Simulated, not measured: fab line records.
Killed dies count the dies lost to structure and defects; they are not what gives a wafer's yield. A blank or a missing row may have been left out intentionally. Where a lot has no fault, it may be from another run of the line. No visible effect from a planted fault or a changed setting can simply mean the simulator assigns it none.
A single fault, viewed from 2 desks	flow n5 finfet	what lay behind the numbers comes last; until then each desk has only its own

## THE DEFECT DESK
What the inspections along the route counted, lot by lot: means of the sampled wafers that have a number. Any lot whose mean is over 4 standard deviations away from the usual mean is out of limits and marked OUT; that distance is given in the brackets.
Columns: A = raw defect count at N5_MIM_TOP_LITHO_INSPECT_12, usual 1.9
lot	first seen here	A
L221	day 12 00:38	1.3
L222	day 12 04:26	2.3
L225	day 12 10:15	3.0
L226	day 12 20:23	2.0
L227	day 12 20:50	2.7
L228	day 13 15:37	3.0
L229	day 13 23:42	1.7
L230	day 14 07:01	1.3
L233	day 14 22:09	2.0
L240	day 16 18:10	1.7
L239	day 16 21:13	2.5
This desk's verdict: no lot among the 11 shows anything out of limits.

## THE TOOL OWNER'S DESK: rie metal-03
The tool's own readings at N5_MIM_TOP_ETCH_ETCH_00 (etches TiN in Cl2/BCl3, target depth 38.5 nm): means of the sampled wafers that have a number, for each lot that ran on this tool. Any lot whose mean is over 4 standard deviations away from the usual mean is out of limits and marked OUT; that distance is given in the brackets.
Columns: A = drypump motor current A at N5_MIM_TOP_ETCH_ETCH_00, usual 5.6 A; B = he backside leak sccm at N5_MIM_TOP_ETCH_ETCH_00, usual 3.44 sccm; C = mfc ar sccm at N5_MIM_TOP_ETCH_ETCH_00, usual 25.01 sccm; D = oes product au at N5_MIM_TOP_ETCH_ETCH_00, usual 0.83 a.u.; E = rf fwd power W at N5_MIM_TOP_ETCH_ETCH_00, usual 995 W; F = throttle valve pct at N5_MIM_TOP_ETCH_ETCH_00, usual 22.73 %
lot	first seen here	A	B	C	D	E	F
L222	day 12 04:33	5.2	4.06	25.04	0.87	993	22.51
L228	day 13 15:55	5.1	3.39	25.05	0.86	996	22.61
L230	day 14 08:50	5.1	3.41	25.03	0.86	990	22.62
L240	day 16 18:25	5.2	3.41	24.84	0.96	995	22.54
L239	day 16 22:46	4.9	3.60	25.02	0.95	996	22.69
This desk's verdict: no lot among the 5 shows anything out of limits.

## TAKEN TOGETHER
No out-of-limits result turned up at the defect desk.
Nothing out of limits was seen by the tool owner's desk.

## WHAT THE SIMULATOR PUT IN
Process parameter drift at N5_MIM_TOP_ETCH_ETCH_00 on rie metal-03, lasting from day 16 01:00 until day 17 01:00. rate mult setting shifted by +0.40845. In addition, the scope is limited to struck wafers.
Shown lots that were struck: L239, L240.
